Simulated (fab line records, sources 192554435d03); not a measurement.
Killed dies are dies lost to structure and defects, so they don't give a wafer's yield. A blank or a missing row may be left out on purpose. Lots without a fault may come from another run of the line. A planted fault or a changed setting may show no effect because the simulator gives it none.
Split-lot experiment | flow n5_finfet | 7 lots, 39 wafers read, on a route of 1938 steps

THE SPLIT
At N5_MOL_CONTACT_COAG_VIA_ETCH_46 (etches SiO2 in C4F6/O2, target depth 46 nm, overetch 9.2 nm, time 40 s), the setting target_depth_a was moved away from the recipe's 460 angstrom on 12 of the 39 wafers read, by -59.1% to -24.6%. The other wafers ran this setting at the recipe's value.

FROM THE SPLIT TO THE READING: what the file shows between them, 7 steps
- N5_MOL_CONTACT_COAG_STRIP_96: strips in N2/H2
- N5_MOL_CONTACT_COAG_ETCH_47: etches SiNx in CH3F/O2, stops on W, target depth 27 nm
- N5_MOL_CONTACT_COAG_STRIP_119: strips in N2/H2, time 30 s
- N5_MOL_CONTACT_COAG_PRECLEAN_144: cleans in alkaline clean, time 60 s
- N5_MOL_CONTACT_COAG_STRIP_120: strips in CHF3
- N5_MOL_CONTACT_COAG_VIA_ETCH_117: etches SiO2 in C4F6/O2, target depth 40 nm, overetch 8 nm, time 26 s
- N5_MOL_CONTACT_COAG_ETCH_124: etches SiNx in CH3F/O2, stops on SiOC, target depth 6.5 nm

THE READING
oes_product_au, in a.u., at N5_MOL_CONTACT_COAG_ETCH_48 (etches SiOC in C4F6/O2, target depth 15 nm, overetch 4.5 nm, time 17 s). Fault-free wafers of this fab line usually give 0.64 a.u., standard deviation 0.074 a.u..

wafer  | tool, chamber at the split | target_depth_a as run, angstrom | against the recipe | oes_product_au, a.u. | against lot-mates on the recipe
L074.1 | rie_diel-01, 1             | 460                             | recipe             | 0.64                 | -
L074.2 | rie_diel-01, 3             | 460                             | recipe             | 0.81                 | -
L074.6 | rie_diel-01, 3             | 460                             | recipe             | 0.60                 | -
L075.1 | rie_diel-05, 1             | 460                             | recipe             | 0.61                 | -
L075.2 | rie_diel-05, 3             | 460                             | recipe             | 0.59                 | -
L075.3 | rie_diel-05, 0             | 460                             | recipe             | 0.67                 | -
L075.4 | rie_diel-05, 2             | 460                             | recipe             | 0.57                 | -
L075.5 | rie_diel-05, 1             | 460                             | recipe             | 0.66                 | -
L075.6 | rie_diel-05, 0             | 460                             | recipe             | 0.58                 | -
L076.1 | rie_diel-06, 2             | 347                             | -24.6%             | 0.53                 | -0.06
L076.2 | rie_diel-06, 1             | 347                             | -24.6%             | 0.57                 | -0.02
L076.3 | rie_diel-06, 3             | 460                             | recipe             | 0.58                 | -
L076.4 | rie_diel-06, 0             | 460                             | recipe             | 0.58                 | -
L076.5 | rie_diel-06, 3             | 347                             | -24.6%             | 0.39                 | -0.20
L076.6 | rie_diel-06, 2             | 460                             | recipe             | 0.61                 | -
L080.1 | rie_diel-05, 3             | 460                             | recipe             | 0.58                 | -
L080.2 | rie_diel-05, 0             | 460                             | recipe             | 0.56                 | -
L080.3 | rie_diel-05, 2             | 211.2                           | -54.1%             | 0.27                 | -0.36
L080.4 | rie_diel-05, 1             | 460                             | recipe             | 0.74                 | -
L080.5 | rie_diel-05, 3             | 211.2                           | -54.1%             | 0.27                 | -0.36
L080.6 | rie_diel-05, 0             | 211.2                           | -54.1%             | 0.34                 | -0.29
L085.1 | rie_diel-06, 1             | 460                             | recipe             | 0.71                 | -
L085.2 | rie_diel-06, 2             | 188.3                           | -59.1%             | 0.30                 | -0.36
L085.3 | rie_diel-06, 3             | 188.3                           | -59.1%             | 0.25                 | -0.41
L085.4 | rie_diel-06, 0             | 188.3                           | -59.1%             | 0.31                 | -0.35
L085.5 | rie_diel-06, 2             | 460                             | recipe             | 0.58                 | -
L085.6 | rie_diel-06, 1             | 460                             | recipe             | 0.69                 | -
L093.1 | rie_diel-06, 3             | 460                             | recipe             | 0.73                 | -
L093.2 | rie_diel-06, 0             | 460                             | recipe             | 0.56                 | -
L093.3 | rie_diel-06, 2             | 460                             | recipe             | 0.60                 | -
L093.4 | rie_diel-06, 1             | 460                             | recipe             | 0.60                 | -
L093.5 | rie_diel-06, 3             | 460                             | recipe             | 0.57                 | -
L093.6 | rie_diel-06, 0             | 460                             | recipe             | 0.71                 | -
L095.1 | rie_diel-01, 2             | 460                             | recipe             | 0.67                 | -
L095.2 | rie_diel-01, 1             | 460                             | recipe             | 0.63                 | -
L095.3 | rie_diel-01, 0             | 334.6                           | -27.3%             | 0.46                 | -0.19
L095.4 | rie_diel-01, 3             | 334.6                           | -27.3%             | 0.56                 | -0.09
L095.5 | rie_diel-01, 1             | 460                             | recipe             | 0.65                 | -
L095.6 | rie_diel-01, 2             | 334.6                           | -27.3%             | 0.64                 | -0.01

THE FIT
A straight line over all 39 wafers: oes_product_au changes by +0.0058 a.u. for each +1% of target_depth_a; r = +0.88; the points scatter about the line by 0.068 a.u..
The same after taking each lot's own level away (the mean of its wafers on the recipe; 39 wafers): +0.00593 a.u. for each +1%; r = +0.89; scatter 0.064 a.u..
On that fit, the largest move of target_depth_a shifts the reading by 0.35 a.u..
The lots' own levels span 0.590 to 0.683 a.u., that is 1.3 times the standard deviation above.
So the lot-to-lot level changes the slope little: the two slopes agree.
Check: with one of the wafers moved furthest among these (-59.1%) left out of the fit, the line predicts -0.341 a.u. for it against its lot-mates. It came out at -0.36 a.u. against them.

THE WHOLE CHAIN: every reading that the file lists as answering this split, in the file's order
step                            | what it does                                                           | reading                                                                                 | change (the file's fit)                   | r (the file's)
N5_MOL_CONTACT_COAG_VIA_ETCH_46 | etches SiO2 in C4F6/O2, target depth 46 nm, overetch 9.2 nm, time 40 s | etch.depth_nm (the simulator's own value, which no gauge read)                          | +0.265 nm for each +1% of the setting     | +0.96
N5_MOL_CONTACT_COAG_VIA_ETCH_46 | etches SiO2 in C4F6/O2, target depth 46 nm, overetch 9.2 nm, time 40 s | SOC_of_MOL_CONTACT_COAG_COAT_75.thk_nm (the simulator's own value, which no gauge read) | -0.0542 nm for each +1% of the setting    | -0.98
N5_MOL_CONTACT_COAG_ETCH_47     | etches SiNx in CH3F/O2, stops on W, target depth 27 nm                 | etch_rf_on_time_s                                                                       | withheld for each +1% of the setting      | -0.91
N5_MOL_CONTACT_COAG_ETCH_47     | etches SiNx in CH3F/O2, stops on W, target depth 27 nm                 | oes_product_au                                                                          | +0.00671 a.u. for each +1% of the setting | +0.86
N5_MOL_CONTACT_COAG_ETCH_47     | etches SiNx in CH3F/O2, stops on W, target depth 27 nm                 | etch.over_etch_s (the simulator's own value, which no gauge read)                       | +0.0761 s for each +1% of the setting     | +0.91
N5_MOL_CONTACT_COAG_ETCH_124    | etches SiNx in CH3F/O2, stops on SiOC, target depth 6.5 nm             | oes_product_au                                                                          | +0.00602 a.u. for each +1% of the setting | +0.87
N5_MOL_CONTACT_COAG_ETCH_48     | etches SiOC in C4F6/O2, target depth 15 nm, overetch 4.5 nm, time 17 s | oes_product_au                                                                          | +0.00578 a.u. for each +1% of the setting | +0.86

THE FILE'S OWN FIT
oes_product_au changes by +0.00578 a.u. for each +1% of target_depth_a, r = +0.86.
